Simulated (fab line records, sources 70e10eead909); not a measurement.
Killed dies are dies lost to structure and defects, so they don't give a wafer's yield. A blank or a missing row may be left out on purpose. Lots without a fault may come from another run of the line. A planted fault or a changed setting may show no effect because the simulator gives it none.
Which tool did it? | flow nand_harc | 12 lots, 36 wafers sampled, at 1 step of a route of 1302

WHAT THE GAUGES READ, wafer by wafer
NHARC_A_BLC_INSPECT_12.
lot  | measured     | on                | raw_defect_count
L074 | day 23 02:34 | defect_inspect-01 | 108 117 102
L078 | day 23 11:18 | defect_inspect-01 | 27 33 23
L079 | day 25 02:52 | defect_inspect-01 | 97 128 125
L081 | day 25 09:45 | defect_inspect-01 | 78 69 64
L084 | day 26 19:10 | defect_inspect-02 | 41 31 34
L085 | day 27 12:51 | defect_inspect-02 | 80 79 54
L087 | day 28 02:16 | defect_inspect-02 | 30 32 22
L088 | day 28 19:18 | defect_inspect-01 | 60 66 67
L090 | day 30 06:56 | defect_inspect-02 | 103 98 111
L095 | day 30 20:09 | defect_inspect-02 | 13 14 16
L094 | day 31 02:52 | defect_inspect-02 | 112 117 117
L097 | day 32 16:35 | defect_inspect-01 | 67 57 64

WHICH TOOL RAN EACH LOT (tool, then ch and the chambers of the sampled wafers, then the start)
The record holds no process step before these readings.

THE ANSWER, worked out from the rows above alone
Rule: what is usual is taken from the lots themselves. Put in order of their means at a reading, lots are off if they are a third of the lots or fewer, leave a main group of 4 or more, and stand apart from it by a gap of 3 or more times the standard deviation of the main group's means; of several such gaps the widest counts. A main group whose means are all the same, to the digits that the tables above print for the reading, isn't used. A lot without any number at a reading at which 4 lots or more have one is off too. The other lots that the step has rows for count as sound.
No lot is off at any reading shown: from this, nothing can be told.

WHAT THE SIMULATOR HAD PUT IN
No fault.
